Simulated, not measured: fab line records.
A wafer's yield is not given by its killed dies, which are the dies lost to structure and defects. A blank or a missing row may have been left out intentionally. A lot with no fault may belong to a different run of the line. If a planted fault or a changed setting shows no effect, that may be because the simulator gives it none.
The tool behind it: which one? + flow nand harc + 18 wafers from 6 lots sampled at 5 of the route's 1159 steps

WHAT THE GAUGES READ, wafer by wafer
NHARC_END_SORT_01.
| lot  | measured     | on        | killed at periphery |
|------|--------------|-----------|---------------------|
| L517 | day 21 18:59 | prober-02 | 2 4 3               |
| L524 | day 21 18:59 | prober-01 | 1 1 5               |

WHAT TOOL EACH LOT RAN ON (gives the tool, then ch and the chambers of the sampled wafers, and finally the start)
| lot  | NHARC_A_WL_FILL_ETCHBACK_26      | NHARC_A_WL_FILL_CVD_20                   | NHARC_A_CONTACT_EXPOSE_39          | NHARC_A_CONTACT_DESCUM_47          |
|------|----------------------------------|------------------------------------------|------------------------------------|------------------------------------|
| L513 | rie si-04 ch 1,3, day 16 00:05   | cvd w-02 ch 0,1, day 16 09:55 or earlier | arfi scanner-02 ch 0, day 16 09:55 | rie diel-13 ch 0,2,3, day 16 10:19 |
| L514 | rie si-04 ch 1,2,3, day 16 11:07 | cvd w-01 ch 0,1, day 16 22:05 or earlier | arfi scanner-01 ch 0, day 16 22:05 | rie diel-08 ch 1,2,3, day 16 22:25 |
| L518 | rie si-01 ch 0,1,3, day 17 13:47 | cvd w-02 ch 0,1, day 18 01:43 or earlier | arfi scanner-03 ch 0, day 18 01:43 | rie diel-11 ch 1,2, day 18 02:03   |
| L517 | rie si-01 ch 1,3, day 18 04:50   | cvd w-01 ch 0,1, day 18 18:18 or earlier | arfi scanner-01 ch 0, day 18 18:18 | rie diel-13 ch 1,3, day 18 18:38   |
| L524 | rie si-04 ch 0,2,3, day 18 11:58 | cvd w-01 ch 0,1, day 18 23:23 or earlier | arfi scanner-01 ch 0, day 18 23:23 | rie diel-11 ch 1,2,3, day 18 23:43 |
| L523 | rie si-03 ch 0,2, day 18 20:31   | cvd w-01 ch 0,1, day 19 09:43 or earlier | arfi scanner-03 ch 0, day 19 09:43 | rie diel-08 ch 2,3, day 19 10:02   |
- NHARC_A_WL_FILL_ETCHBACK_26: etches the open film in HBr, target depth 52 nm, time 13.3 s.
- NHARC_A_WL_FILL_CVD_20: deposits W, target thk 75 nm, time 5064 s.
- NHARC_A_CONTACT_EXPOSE_39: exposes mask A CC 3.
- NHARC_A_CONTACT_DESCUM_47: chemistry O2, time 3 s.

THE ANSWER, worked out from the rows above alone
Rule: usual is defined by the lots themselves. Put in order of their means at a reading, lots are off if they are a third of the lots or fewer, leave a main group of 4 or more, and stand apart from it by a gap of 3 or more times the standard deviation of the main group's means; of several such gaps the widest counts. Not used: any main group whose means are identical at the precision the tables above print for the reading. Also off: a lot with no number at a reading for which 4 or more lots have one. Any other lot the step has rows for is counted as sound.
Nothing can be told from this: no lot is off at any reading shown.

WHAT WAS PUT IN BY THE SIMULATOR
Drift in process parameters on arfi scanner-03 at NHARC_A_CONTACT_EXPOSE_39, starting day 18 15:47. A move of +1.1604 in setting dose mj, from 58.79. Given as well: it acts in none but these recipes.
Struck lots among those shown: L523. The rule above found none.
